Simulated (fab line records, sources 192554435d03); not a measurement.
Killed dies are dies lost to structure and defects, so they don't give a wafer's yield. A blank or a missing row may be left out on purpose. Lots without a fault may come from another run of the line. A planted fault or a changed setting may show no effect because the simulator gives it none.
Chamber matching | flow n5_finfet | N5_BEOL_M15_VIA_ETCH_16 on rie_diel-06: 3 sister chambers
The step etches SiO2 in C4F8/O2/Ar, target depth 1792.2 nm. 14 wafers are shown with their chamber, then 5 later ones without.

WAFERS WITH THEIR CHAMBER
wafer  | chamber | showerhead_plenum_p_Torr (Torr) | rf_vpp_V (V) | drypump_motor_current_A (A)
L898.2 | 3       | 3.37                            | 2208         | 5.1
L898.3 | 2       | 3.45                            | 2220         | 5.8
L898.5 | 2       | 3.46                            | 2219         | 5.8
L903.3 | 1       | 3.64                            | 2235         | 5.7
L903.5 | 3       | 3.36                            | 2208         | 5.2
L903.6 | 2       | 3.44                            | 2217         | 5.8
L904.2 | 2       | 3.44                            | 2219         | 5.8
L904.4 | 3       | 3.36                            | 2209         | 5.2
L904.5 | 3       | 3.36                            | 2209         | 5.2
L906.2 | 3       | 3.36                            | 2209         | 5.2
L906.3 | 1       | 3.64                            | 2236         | 5.8
L906.4 | 2       | 3.44                            | 2220         | 5.8
L912.2 | 1       | 3.63                            | 2235         | 5.7
L912.3 | 3       | 3.35                            | 2208         | 5.2

SIGNATURES (means of the wafers above)
reading                  | chamber 1 | chamber 2 | chamber 3 | scatter within a chamber
showerhead_plenum_p_Torr | 3.6367    | 3.4460    | 3.3600    | 0.0073
rf_vpp_V                 | 2235.33   | 2219.00   | 2208.50   | 0.862
drypump_motor_current_A  | 5.733     | 5.800     | 5.183     | 0.0369
Rule: a wafer's distance from a chamber is the root of the sum, over the readings, of the square of ((its reading less the chamber's mean) divided by the reading's scatter). The wafer belongs to the nearest chamber; if the next one is less than 2 further off, it can't be placed. The scatter: the root of (the sum of the squares of (reading less its chamber's mean) over the shown wafers, divided by (wafers less chambers)).

WAFERS WITHOUT THEIR CHAMBER
wafer  | showerhead_plenum_p_Torr (Torr) | rf_vpp_V (V) | drypump_motor_current_A (A)
L912.4 | 3.35                            | 2207         | 5.2
L914.2 | 3.63                            | 2235         | 5.7
L914.6 | 3.63                            | 2236         | 5.8
L916.1 | 3.34                            | 2206         | 5.2
L916.2 | 3.62                            | 2235         | 5.7

WHICH CHAMBER EACH WENT THROUGH
wafer  | from the rows above | in truth
L912.4 | 3                   | 3
L914.2 | 1                   | 1
L914.6 | 1                   | 1
L916.1 | 3                   | 3
L916.2 | 1                   | 1
Placed correctly: 5 of 5. Can't be placed from these rows: 0. Placed wrongly: 0.
